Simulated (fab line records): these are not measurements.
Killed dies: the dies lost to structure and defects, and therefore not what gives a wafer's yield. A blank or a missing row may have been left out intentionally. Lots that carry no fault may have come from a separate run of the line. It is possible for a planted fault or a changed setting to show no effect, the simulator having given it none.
Matching of chambers    flow n5 finfet    4 sister chambers for N5_BEOL_M6_STRIP_67 on rie diel-06
The step strips in CF4. 8 wafers are shown with their chamber, then 7 later ones without.

EACH WAFER AND ITS CHAMBER
wafer   chamber  drypump motor current A (A)  showerhead plenum p Torr (Torr)
L076.4  2        6.2                          1.83
L087.4  1        5.2                          1.84
L087.5  3        6.8                          1.85
L089.1  2        6.1                          1.82
L089.3  3        6.8                          1.85
L089.4  0        5.9                          1.85
L091.3  1        5.2                          1.84
L091.4  0        5.9                          1.85

WAFERS WITH NO CHAMBER GIVEN
wafer   drypump motor current A (A)  showerhead plenum p Torr (Torr)
L091.5  6.8                          1.85
L093.3  5.9                          1.84
L093.5  6.2                          1.82
L093.6  6.8                          1.85
L097.3  5.2                          1.83
L097.5  6.8                          1.84
L097.6  5.2                          1.83

EACH ONE'S CHAMBER
wafer   from the rows above  in truth
L091.5  3                    3
L093.3  0                    0
L093.5  2                    2
L093.6  3                    3
L097.3  1                    1
L097.5  3                    3
L097.6  1                    1
Correct placement for 7 of the 7. Can't be placed from these rows: 0. 0 placed wrongly.
How it was worked out, from the rows above alone: a wafer's distance from a chamber is the root of the sum, over the readings, of the square of ((its reading less the chamber's mean) divided by the reading's scatter). If the next closest chamber is less than 2 further off than the closest, the wafer can't be placed; otherwise it belongs to the closest. Each chamber's mean is taken over the wafers shown for it. The scatter: take each reading less its chamber's mean, square it, sum over the shown wafers, divide by the number of wafers less the number of chambers, and take the root.
